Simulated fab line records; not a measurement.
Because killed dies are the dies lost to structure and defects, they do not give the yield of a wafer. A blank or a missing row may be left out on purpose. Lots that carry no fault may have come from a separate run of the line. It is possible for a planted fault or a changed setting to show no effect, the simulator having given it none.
Which tool is to blame? ; flow nand-harc ; 7 lots, 21 wafers sampled, at 4 steps of a route of 1302

WHAT EACH GAUGE READ, for each wafer
NHARC_END_SORT_01.
lot;measured;on;killed-at-array
L885;day 29 20:11;prober-01;671 672 672

EACH LOT AND THE TOOL THAT RAN IT (in order: tool; ch and the chambers of the sampled wafers; start)
lot;NHARC_A_CHANNEL_FILL_D1_ALD_02;NHARC_A_CHANNEL_FILL_D1_ALD_25;NHARC_A_ONON_D2_DEP_03
L876;ald-hk-02 ch 1,3, day 9 23:55;ald-hk-03 ch 0,1,3, day 11 15:09;pecvd-onon-01 ch 0, day 13 10:43
L880;ald-hk-02 ch 0,3, day 11 16:39;ald-hk-03 ch 0,1,3, day 13 06:05;pecvd-onon-01 ch 0, day 15 04:01
L882;ald-hk-02 ch 0,2, day 12 13:13;ald-hk-02 ch 1,2, day 14 02:38;pecvd-onon-03 ch 0, day 16 02:31
L885;ald-hk-03 ch 0,1,2, day 13 20:53;ald-hk-04 ch 0,1,2, day 15 09:56;pecvd-onon-01, day 17 10:04
L892;ald-hk-04 ch 0,2,3, day 16 13:23;ald-hk-03 ch 0,3, day 18 03:53;pecvd-onon-03 ch 0, day 19 22:06
L894;ald-hk-02 ch 0,2,3, day 17 15:50;ald-hk-03 ch 0,3, day 19 04:17;pecvd-onon-03 ch 0, day 21 01:55
L896;ald-hk-02 ch 1,2,3, day 18 08:14;ald-hk-03 ch 2,3, day 19 21:02;pecvd-onon-03 ch 0, day 21 18:55
- NHARC_A_CHANNEL_FILL_D1_ALD_02: deposits SiO2, target thk 6 nm, pulse time 10 s, ald cycles 60.
- NHARC_A_CHANNEL_FILL_D1_ALD_25: deposits SiOx, target thk 60 nm, pulse time 10 s, ald cycles 600.
- NHARC_A_ONON_D2_DEP_03: target thk 1000 nm.

THE ANSWER, worked out from the rows above alone
Rule: what is usual is taken from the lots themselves. The widest of any qualifying gaps counts: lots, ordered by their means at a reading, are off when they make up no more than a third of the lots, leave a main group of 4 or more, and stand apart from it by 3 or more times the standard deviation of that group's means. A main group is skipped when, at the precision printed for the reading in the tables above, its means are all equal. Also off: a lot with no number at a reading for which 4 or more lots have one. The other lots that the step has rows for count as sound.
Nothing can be told from this: no lot is off at any reading shown.

WHAT THE SIMULATOR HAD INSERTED
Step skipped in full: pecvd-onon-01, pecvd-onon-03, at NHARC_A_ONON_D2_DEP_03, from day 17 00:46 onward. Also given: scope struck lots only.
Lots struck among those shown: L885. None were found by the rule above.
